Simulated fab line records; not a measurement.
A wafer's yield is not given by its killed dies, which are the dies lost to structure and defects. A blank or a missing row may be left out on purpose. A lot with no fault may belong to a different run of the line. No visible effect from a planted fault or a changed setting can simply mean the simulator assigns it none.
Lot-split experiment :: flow n5Finfet :: route with 1938 steps; 7 lots, 39 wafers read

== ABOUT THE SPLIT ==
At N5_FIN_CUT_CUT_ETCH_26 (etches SiNx in CH3F/O2, target depth 39 nm, time 55.7 s), the setting targetDepthA was moved away from the recipe's 390 angstrom on 12 of the 39 wafers read, by -54.5% to -30.7%. This setting was run at the recipe's value on the other wafers.

Between the split and the reading, the file records no step.

== THE READING ==
SOC_of_FIN_CUT_COAT_18.thkNm (the simulator's own value, which no gauge read), in nm, at N5_FIN_CUT_CUT_ETCH_27 (etches SiO2 in CHF3/O2, target depth 4 nm, overetch 2 nm, time 4.9 s). The file does not state a usual value for it. Here, 27 wafers ran the recipe; their average is 206.9 nm with a standard deviation of 0.73 nm.

wafer: L075.1
tool, chamber at the split: rieDiel-01, 3
targetDepthA as run, angstrom: 221
against the recipe: -43.3%
SOC_of_FIN_CUT_COAT_18.thkNm, nm: 216.2
against lot-mates on the recipe: +9.1

wafer: L075.2
tool, chamber at the split: rieDiel-01, 1
targetDepthA as run, angstrom: 390
against the recipe: recipe
SOC_of_FIN_CUT_COAT_18.thkNm, nm: 206.8
against lot-mates on the recipe: -

wafer: L075.3
tool, chamber at the split: rieDiel-01, 2
targetDepthA as run, angstrom: 390
against the recipe: recipe
SOC_of_FIN_CUT_COAT_18.thkNm, nm: 207.6
against lot-mates on the recipe: -

wafer: L075.4
tool, chamber at the split: rieDiel-01, 0
targetDepthA as run, angstrom: 221
against the recipe: -43.3%
SOC_of_FIN_CUT_COAT_18.thkNm, nm: 215.2
against lot-mates on the recipe: +8.1

wafer: L075.5
tool, chamber at the split: rieDiel-01, 1
targetDepthA as run, angstrom: 390
against the recipe: recipe
SOC_of_FIN_CUT_COAT_18.thkNm, nm: 207
against lot-mates on the recipe: -

wafer: L075.6
tool, chamber at the split: rieDiel-01, 0
targetDepthA as run, angstrom: 221
against the recipe: -43.3%
SOC_of_FIN_CUT_COAT_18.thkNm, nm: 214.6
against lot-mates on the recipe: +7.5

wafer: L077.1
tool, chamber at the split: rieDiel-02, 0
targetDepthA as run, angstrom: 390
against the recipe: recipe
SOC_of_FIN_CUT_COAT_18.thkNm, nm: 207.4
against lot-mates on the recipe: -

wafer: L077.2
tool, chamber at the split: rieDiel-02, 3
targetDepthA as run, angstrom: 390
against the recipe: recipe
SOC_of_FIN_CUT_COAT_18.thkNm, nm: 206.6
against lot-mates on the recipe: -

wafer: L077.5
tool, chamber at the split: rieDiel-02, 2
targetDepthA as run, angstrom: 390
against the recipe: recipe
SOC_of_FIN_CUT_COAT_18.thkNm, nm: 206.6
against lot-mates on the recipe: -

wafer: L077.3
tool, chamber at the split: rieDiel-02, 1
targetDepthA as run, angstrom: 390
against the recipe: recipe
SOC_of_FIN_CUT_COAT_18.thkNm, nm: 207.8
against lot-mates on the recipe: -

wafer: L077.4
tool, chamber at the split: rieDiel-02, 2
targetDepthA as run, angstrom: 390
against the recipe: recipe
SOC_of_FIN_CUT_COAT_18.thkNm, nm: 206.4
against lot-mates on the recipe: -

wafer: L077.6
tool, chamber at the split: rieDiel-02, 3
targetDepthA as run, angstrom: 390
against the recipe: recipe
SOC_of_FIN_CUT_COAT_18.thkNm, nm: 206.8
against lot-mates on the recipe: -

wafer: L078.1
tool, chamber at the split: rieDiel-01, 1
targetDepthA as run, angstrom: 390
against the recipe: recipe
SOC_of_FIN_CUT_COAT_18.thkNm, nm: 206.2
against lot-mates on the recipe: -

wafer: L078.4
tool, chamber at the split: rieDiel-01, 2
targetDepthA as run, angstrom: 390
against the recipe: recipe
SOC_of_FIN_CUT_COAT_18.thkNm, nm: 206.2
against lot-mates on the recipe: -

wafer: L078.5
tool, chamber at the split: rieDiel-01, 2
targetDepthA as run, angstrom: 390
against the recipe: recipe
SOC_of_FIN_CUT_COAT_18.thkNm, nm: 206.2
against lot-mates on the recipe: -

wafer: L078.6
tool, chamber at the split: rieDiel-01, 1
targetDepthA as run, angstrom: 390
against the recipe: recipe
SOC_of_FIN_CUT_COAT_18.thkNm, nm: 206.2
against lot-mates on the recipe: -

wafer: L078.2
tool, chamber at the split: rieDiel-01, 2
targetDepthA as run, angstrom: 390
against the recipe: recipe
SOC_of_FIN_CUT_COAT_18.thkNm, nm: 206.4
against lot-mates on the recipe: -

wafer: L078.3
tool, chamber at the split: rieDiel-01, 1
targetDepthA as run, angstrom: 390
against the recipe: recipe
SOC_of_FIN_CUT_COAT_18.thkNm, nm: 206.6
against lot-mates on the recipe: -

wafer: L079.1
tool, chamber at the split: rieDiel-01, 1
targetDepthA as run, angstrom: 390
against the recipe: recipe
SOC_of_FIN_CUT_COAT_18.thkNm, nm: 206.4
against lot-mates on the recipe: -

wafer: L079.4
tool, chamber at the split: rieDiel-01, 1
targetDepthA as run, angstrom: 390
against the recipe: recipe
SOC_of_FIN_CUT_COAT_18.thkNm, nm: 207.4
against lot-mates on the recipe: -

wafer: L079.5
tool, chamber at the split: rieDiel-01, 3
targetDepthA as run, angstrom: 390
against the recipe: recipe
SOC_of_FIN_CUT_COAT_18.thkNm, nm: 207.8
against lot-mates on the recipe: -

wafer: L084.1
tool, chamber at the split: rieDiel-01, 3
targetDepthA as run, angstrom: 390
against the recipe: recipe
SOC_of_FIN_CUT_COAT_18.thkNm, nm: 207.4
against lot-mates on the recipe: -

wafer: L084.2
tool, chamber at the split: rieDiel-01, 0
targetDepthA as run, angstrom: 390
against the recipe: recipe
SOC_of_FIN_CUT_COAT_18.thkNm, nm: 205.6
against lot-mates on the recipe: -

wafer: L084.3
tool, chamber at the split: rieDiel-01, 1
targetDepthA as run, angstrom: 177.5
against the recipe: -54.5%
SOC_of_FIN_CUT_COAT_18.thkNm, nm: 217
against lot-mates on the recipe: +10.4

wafer: L084.4
tool, chamber at the split: rieDiel-01, 2
targetDepthA as run, angstrom: 177.5
against the recipe: -54.5%
SOC_of_FIN_CUT_COAT_18.thkNm, nm: 216.6
against lot-mates on the recipe: +10.0

wafer: L084.5
tool, chamber at the split: rieDiel-01, 1
targetDepthA as run, angstrom: 390
against the recipe: recipe
SOC_of_FIN_CUT_COAT_18.thkNm, nm: 206.8
against lot-mates on the recipe: -

wafer: L084.6
tool, chamber at the split: rieDiel-01, 0
targetDepthA as run, angstrom: 177.5
against the recipe: -54.5%
SOC_of_FIN_CUT_COAT_18.thkNm, nm: 216.8
against lot-mates on the recipe: +10.2

wafer: L086.1
tool, chamber at the split: rieDiel-02, 3
targetDepthA as run, angstrom: 390
against the recipe: recipe
SOC_of_FIN_CUT_COAT_18.thkNm, nm: 208.2
against lot-mates on the recipe: -

wafer: L086.4
tool, chamber at the split: rieDiel-02, 3
targetDepthA as run, angstrom: 390
against the recipe: recipe
SOC_of_FIN_CUT_COAT_18.thkNm, nm: 208.2
against lot-mates on the recipe: -

wafer: L086.6
tool, chamber at the split: rieDiel-02, 0
targetDepthA as run, angstrom: 390
against the recipe: recipe
SOC_of_FIN_CUT_COAT_18.thkNm, nm: 208.2
against lot-mates on the recipe: -

wafer: L086.2
tool, chamber at the split: rieDiel-02, 2
targetDepthA as run, angstrom: 270.4
against the recipe: -30.7%
SOC_of_FIN_CUT_COAT_18.thkNm, nm: 212.2
against lot-mates on the recipe: +4.0

wafer: L086.3
tool, chamber at the split: rieDiel-02, 0
targetDepthA as run, angstrom: 270.4
against the recipe: -30.7%
SOC_of_FIN_CUT_COAT_18.thkNm, nm: 213.6
against lot-mates on the recipe: +5.4

wafer: L086.5
tool, chamber at the split: rieDiel-02, 2
targetDepthA as run, angstrom: 270.4
against the recipe: -30.7%
SOC_of_FIN_CUT_COAT_18.thkNm, nm: 213
against lot-mates on the recipe: +4.8

wafer: L092.1
tool, chamber at the split: rieDiel-03, 2
targetDepthA as run, angstrom: 390
against the recipe: recipe
SOC_of_FIN_CUT_COAT_18.thkNm, nm: 206
against lot-mates on the recipe: -

wafer: L092.2
tool, chamber at the split: rieDiel-03, 1
targetDepthA as run, angstrom: 178
against the recipe: -54.4%
SOC_of_FIN_CUT_COAT_18.thkNm, nm: 217
against lot-mates on the recipe: +10.2

wafer: L092.3
tool, chamber at the split: rieDiel-03, 0
targetDepthA as run, angstrom: 390
against the recipe: recipe
SOC_of_FIN_CUT_COAT_18.thkNm, nm: 207.8
against lot-mates on the recipe: -

wafer: L092.4
tool, chamber at the split: rieDiel-03, 3
targetDepthA as run, angstrom: 390
against the recipe: recipe
SOC_of_FIN_CUT_COAT_18.thkNm, nm: 206.6
against lot-mates on the recipe: -

wafer: L092.5
tool, chamber at the split: rieDiel-03, 0
targetDepthA as run, angstrom: 178
against the recipe: -54.4%
SOC_of_FIN_CUT_COAT_18.thkNm, nm: 217.8
against lot-mates on the recipe: +11.0

wafer: L092.6
tool, chamber at the split: rieDiel-03, 3
targetDepthA as run, angstrom: 178
against the recipe: -54.4%
SOC_of_FIN_CUT_COAT_18.thkNm, nm: 216.8
against lot-mates on the recipe: +10.0

FIT RESULTS
A straight line over all 39 wafers: SOC_of_FIN_CUT_COAT_18.thkNm changes by -0.188 nm for each +1% of targetDepthA; r = -0.99; the points scatter about the line by 0.7 nm.
The same after taking each lot's own level away (the mean of its wafers on the recipe; 39 wafers): -0.186 nm for each +1%; r = -0.99; scatter 0.58 nm.
On that fit, the largest move of targetDepthA shifts the reading by 10 nm.
The lots' own levels span 206.30 to 208.20 nm, that is 2.6 times the standard deviation above.
Hence the lot-to-lot level has little effect on the slope; both slopes agree.
Check: for one of the wafers moved furthest among these (-54.5%), held out of the fit, the line's prediction against its lot-mates is +10.1 nm. Against them it came out at +10.4 nm.

== THESE WAFERS: OTHER SPLITS ==
These wafers also went through other splits before the reading. Each is held against what the fit with the lots' levels taken away leaves over:
other split on the same wafers: N5_ZERO_LAYER_PECVD_02 timeS
wafers away from the commonest value: 12
r with SOC_of_FIN_CUT_COAT_18.thkNm (lot level and that fit taken away): +0.07

== THE WHOLE CHAIN: every reading that the file lists as answering this split, in the file's order ==
step: N5_FIN_CUT_CUT_ETCH_26
what it does: etches SiNx in CH3F/O2, target depth 39 nm, time 55.7 s
reading: etch.depthNm (the simulator's own value, which no gauge read)
change (the file's fit): +0.386 nm for each +1% of the setting
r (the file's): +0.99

step: N5_FIN_CUT_CUT_ETCH_26
what it does: etches SiNx in CH3F/O2, target depth 39 nm, time 55.7 s
reading: SOC_of_FIN_CUT_COAT_18.thkNm (the simulator's own value, which no gauge read)
change (the file's fit): -0.186 nm for each +1% of the setting
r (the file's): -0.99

step: N5_FIN_CUT_CUT_ETCH_27
what it does: etches SiO2 in CHF3/O2, target depth 4 nm, overetch 2 nm, time 4.9 s
reading: SOC_of_FIN_CUT_COAT_18.thkNm (the simulator's own value, which no gauge read)
change (the file's fit): -0.185 nm for each +1% of the setting
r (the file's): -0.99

step: N5_FIN_CUT_CUT_ETCH_15
what it does: etches Si in HBr/Cl2/O2, target depth 100 nm, bt time 10 s, time 42.4 s
reading: SOC_of_FIN_CUT_COAT_18.thkNm (the simulator's own value, which no gauge read)
change (the file's fit): -0.191 nm for each +1% of the setting, in a fit together with timeS@FIN_CUT_CUT_ETCH_15
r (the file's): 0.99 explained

step: N5_FIN_CUT_CUT_ETCH_28
what it does: etches Si in HBr/Cl2/O2, target depth 6 nm, time 2.4 s
reading: SOC_of_FIN_CUT_COAT_18.thkNm (the simulator's own value, which no gauge read)
change (the file's fit): -0.191 nm for each +1% of the setting, in a fit together with timeS@FIN_CUT_CUT_ETCH_15
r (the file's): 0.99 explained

== FILE'S OWN FIT ==
SOC_of_FIN_CUT_COAT_18.thkNm changes by -0.185 nm for each +1% of targetDepthA, r = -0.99.
